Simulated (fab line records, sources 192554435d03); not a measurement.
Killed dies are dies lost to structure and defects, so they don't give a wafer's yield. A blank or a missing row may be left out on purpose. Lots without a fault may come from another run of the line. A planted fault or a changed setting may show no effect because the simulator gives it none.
Which tool did it? | flow n5_finfet | 11 lots, 33 wafers sampled, at 1 step of a route of 1938

WHAT THE GAUGES READ, wafer by wafer
N5_BEOL_M6_OCD_MEAS_38.
lot  | measured     | on     | trench_depth_nm (nm)
L896 | day 9 07:57  | ocd-01 | 97.6 95.1 98.7
L897 | day 9 09:41  | ocd-01 | 96.2 97.6 99.3
L899 | day 9 22:25  | ocd-01 | 92.4 95.4 92.9
L898 | day 9 22:49  | ocd-01 | 95.6 95.5 97.9
L900 | day 10 06:25 | ocd-02 | 95.1 96.6 94.7
L906 | day 11 10:48 | ocd-02 | 96.3 98.6 95.8
L909 | day 12 10:57 | ocd-01 | 94.8 97.2 95.2
L910 | day 12 11:37 | ocd-02 | 96.9 95.8 98.8
L908 | day 12 14:50 | ocd-01 | 95.2 93.4 98.3
L911 | day 12 20:50 | ocd-01 | 99.6 98.8 99.1
L919 | day 15 06:37 | ocd-01 | 97.4 97.1 97.5

WHICH TOOL RAN EACH LOT (tool, then ch and the chambers of the sampled wafers, then the start)
The record holds no process step before these readings.

THE ANSWER, worked out from the rows above alone
Rule: what is usual is taken from the lots themselves. Put in order of their means at a reading, lots are off if they are a third of the lots or fewer, leave a main group of 4 or more, and stand apart from it by a gap of 3 or more times the standard deviation of the main group's means; of several such gaps the widest counts. A main group whose means are all the same, to the digits that the tables above print for the reading, isn't used. A lot without any number at a reading at which 4 lots or more have one is off too. The other lots that the step has rows for count as sound.
No lot is off at any reading shown: from this, nothing can be told.

WHAT THE SIMULATOR HAD PUT IN
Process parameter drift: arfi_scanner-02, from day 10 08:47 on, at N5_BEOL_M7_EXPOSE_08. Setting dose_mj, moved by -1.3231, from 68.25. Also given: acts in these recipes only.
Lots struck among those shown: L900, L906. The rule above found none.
